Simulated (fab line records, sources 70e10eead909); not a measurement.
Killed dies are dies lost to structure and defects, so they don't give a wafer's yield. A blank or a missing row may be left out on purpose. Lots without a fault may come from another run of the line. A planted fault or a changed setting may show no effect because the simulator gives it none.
Which tool did it? | flow nand_harc | 14 lots, 42 wafers sampled, at 5 steps of a route of 1302

WHAT THE GAUGES READ, wafer by wafer
NHARC_A_CHANNEL_HOLE_D2_CD_MEAS_18.
lot  | measured     | on        | cd_nm (nm)
L749 | day 13 12:16 | cd_sem-02 | 96.9 99.9 99.9
L753 | day 15 03:11 | cd_sem-02 | 99.3 100.3 103.4
L754 | day 15 04:37 | cd_sem-03 | 105.7 97.7 95.8
L755 | day 16 10:37 | cd_sem-03 | 100.2 100.9 100.7
L757 | day 16 11:15 | cd_sem-02 | 100.0 100.0 101.9
L756 | day 16 12:01 | cd_sem-01 | 97.3 102.6 95.9
L758 | day 17 09:53 | cd_sem-02 | 97.3 102.8 96.4
L766 | day 19 22:00 | cd_sem-02 | 99.1 97.3 95.5
L768 | day 20 20:58 | cd_sem-02 | 98.4 100.9 98.0
L767 | day 20 21:07 | cd_sem-01 | 101.9 96.1 98.6
L769 | day 21 14:00 | cd_sem-01 | 97.9 100.4 94.4
L770 | day 22 18:55 | cd_sem-01 | 98.6 100.5 101.7
L772 | day 22 19:04 | cd_sem-03 | 99.4 100.7 101.6
L771 | day 22 19:26 | cd_sem-02 | 99.4 93.7 97.5

NHARC_END_SORT_01.
lot  | measured     | on        | killed_at_array | killed_at_other | killed_at_periphery | killed_dies | killed_open | killed_short
L757 | day 27 21:50 | prober-02 | 63 78 75        | 2 2 2           | 1 2 0               | 66 82 77    | 1 6 2       | 0 7 3
L756 | day 27 14:05 | prober-02 | 52 57 46        | 1 0 0           | 2 2 3               | 55 59 49    | 6 4 4       | 1 0 1
L768 | day 32 02:22 | prober-02 | 77 77 54        | 4 0 1           | 2 8 4               | 83 85 59    | 4 4 3       | 1 0 2
L767 | day 31 23:53 | prober-01 | 53 51 58        | 0 0 0           | 6 5 8               | 59 56 66    | 4 3 4       | 4 2 4

WHICH TOOL RAN EACH LOT (tool, then ch and the chambers of the sampled wafers, then the start)
lot  | NHARC_A_CHANNEL_FILL_D2_PRECLEAN_00 | NHARC_A_CHANNEL_FILL_D2_ALD_02   | NHARC_A_CHANNEL_FILL_D2_ALD_03
L749 | wet_bench-09 ch 1,2,6, day 13 18:21 | ald_hk-02 ch 0,1,3, day 13 18:29 | ald_sin_batch-02 ch 0, no start
L753 | wet_bench-01 ch 2,6,7, day 15 09:01 | ald_hk-04 ch 1,2,3, day 15 09:35 | ald_sin_batch-02 ch 0, no start
L754 | wet_bench-01 ch 4,6,7, day 15 10:35 | ald_hk-04 ch 0,2,3, day 15 10:43 | ald_sin_batch-02 ch 0, no start
L755 | wet_bench-09 ch 0,5,6, day 16 16:27 | ald_hk-02 ch 0,1,2, day 16 16:44 | ald_sin_batch-01 ch 0, no start
L757 | wet_bench-01 ch 0,2,7, day 16 17:05 | ald_hk-03 ch 0,1, day 16 17:13   | ald_sin_batch-01 ch 0, day 27 21:50 or earlier
L756 | wet_bench-01 ch 3,4,7, day 16 20:37 | ald_hk-03 ch 0,2,3, day 16 20:50 | ald_sin_batch-01 ch 0, day 27 14:05 or earlier
L758 | wet_bench-01 ch 1,4,5, day 17 15:45 | ald_hk-02 ch 1,2,3, day 17 16:04 | ald_sin_batch-03 ch 0, no start
L766 | wet_bench-06 ch 1,3,7, day 20 04:14 | ald_hk-03 ch 0,1,2, day 20 04:27 | ald_sin_batch-01 ch 0, no start
L768 | wet_bench-01 ch 1,2,4, day 21 02:56 | ald_hk-03 ch 2,3, day 21 03:04   | ald_sin_batch-01 ch 0, day 32 02:22 or earlier
L767 | wet_bench-09 ch 0,2,7, day 21 05:51 | ald_hk-04 ch 0,1,3, day 21 06:00 | ald_sin_batch-02 ch 0, day 31 23:53 or earlier
L769 | wet_bench-01 ch 0,1,7, day 21 19:50 | ald_hk-02 ch 1,2, day 21 19:58   | ald_sin_batch-02 ch 0, no start
L770 | wet_bench-06 ch 0,5,6, day 23 00:45 | ald_hk-03 ch 0,2,3, day 23 00:53 | ald_sin_batch-02 ch 0, no start
L772 | wet_bench-01 ch 1,3,5, day 23 00:55 | ald_hk-04 ch 0,1,3, day 23 01:08 | ald_sin_batch-02 ch 0, no start
L771 | wet_bench-01 ch 1,2,4, day 23 04:55 | ald_hk-03 ch 0,2,3, day 23 05:08 | ald_sin_batch-01 ch 0, no start
- NHARC_A_CHANNEL_FILL_D2_PRECLEAN_00: cleans in SC1.
- NHARC_A_CHANNEL_FILL_D2_ALD_02: deposits SiO2, target thk 6 nm, pulse time 10 s, ald cycles 60.
- NHARC_A_CHANNEL_FILL_D2_ALD_03: deposits SiNx, target thk 6 nm, pulse time 60 s, ald cycles 58.

WHAT THE TOOLS THEMSELVES READ (means of the sampled wafers that have a number; where no wafer has one, the mark that the record gives instead)
NHARC_A_CHANNEL_FILL_D2_PRECLEAN_00.
lot  | tool         | bath_guard_temp_C (C) | h2o2_flow_mL_min
L749 | wet_bench-09 | 49.3                  | 56.62
L753 | wet_bench-01 | 50.0                  | 56.79
L754 | wet_bench-01 | 49.8                  | 56.60
L755 | wet_bench-09 | 49.7                  | 56.54
L757 | wet_bench-01 | -                     | -
L756 | wet_bench-01 | -                     | -
L758 | wet_bench-01 | -                     | -
L766 | wet_bench-06 | 49.7                  | 56.66
L768 | wet_bench-01 | 50.0                  | 56.78
L767 | wet_bench-09 | 49.7                  | 56.73
L769 | wet_bench-01 | 49.8                  | 56.77
L770 | wet_bench-06 | 49.6                  | 56.71
L772 | wet_bench-01 | 50.0                  | 56.67
L771 | wet_bench-01 | 50.1                  | 56.64

NHARC_A_CHANNEL_FILL_D2_ALD_02.
lot  | tool      | heater_power_w (W) | precursor_pulse_height_rel
L749 | ald_hk-02 | 472                | 0.991
L753 | ald_hk-04 | 493                | 1.033
L754 | ald_hk-04 | 468                | 0.993
L755 | ald_hk-02 | 487                | 0.984
L757 | ald_hk-03 | 490                | 1.011
L756 | ald_hk-03 | 515                | 1.012
L758 | ald_hk-02 | 514                | 0.993
L766 | ald_hk-03 | 505                | 1.000
L768 | ald_hk-03 | 509                | 1.001
L767 | ald_hk-04 | 463                | 1.005
L769 | ald_hk-02 | 517                | 1.005
L770 | ald_hk-03 | 488                | 1.007
L772 | ald_hk-04 | 465                | 1.031
L771 | ald_hk-03 | 493                | 0.994

NHARC_A_CHANNEL_FILL_D2_ALD_03.
lot  | tool             | precursor_pulse_height_rel
L749 | ald_sin_batch-02 | 1.001
L753 | ald_sin_batch-02 | 1.008
L754 | ald_sin_batch-02 | 1.005
L755 | ald_sin_batch-01 | 1.006
L757 | ald_sin_batch-01 | 1.001
L756 | ald_sin_batch-01 | 1.013
L758 | ald_sin_batch-03 | 1.004
L766 | ald_sin_batch-01 | 1.021
L768 | ald_sin_batch-01 | 1.019
L767 | ald_sin_batch-02 | 0.991
L769 | ald_sin_batch-02 | 0.991
L770 | ald_sin_batch-02 | 0.988
L772 | ald_sin_batch-02 | 1.004
L771 | ald_sin_batch-01 | 1.006

THE ANSWER, worked out from the rows above alone
Rule: what is usual is taken from the lots themselves. Put in order of their means at a reading, lots are off if they are a third of the lots or fewer, leave a main group of 4 or more, and stand apart from it by a gap of 3 or more times the standard deviation of the main group's means; of several such gaps the widest counts. A main group whose means are all the same, to the digits that the tables above print for the reading, isn't used. A lot without any number at a reading at which 4 lots or more have one is off too. The other lots that the step has rows for count as sound. The gauges are gone through in route order, then the tools' own readings, and for those a lot's mean is taken as printed above. The first step at which some lot is off is used, and at that step the reading that is off furthest; a lot without a number counts as furthest.
Off: L757, L756, L758, at NHARC_A_CHANNEL_FILL_D2_PRECLEAN_00 (bath_guard_temp_C). Without a number there: L757, L756, L758. The main group: mean 49.8 C, standard deviation 0.22.
A tool fits if, at that step or a process step before it, it ran every lot that is off, and no sound lot after the first of them. None of those tried fits.

WHAT THE SIMULATOR HAD PUT IN
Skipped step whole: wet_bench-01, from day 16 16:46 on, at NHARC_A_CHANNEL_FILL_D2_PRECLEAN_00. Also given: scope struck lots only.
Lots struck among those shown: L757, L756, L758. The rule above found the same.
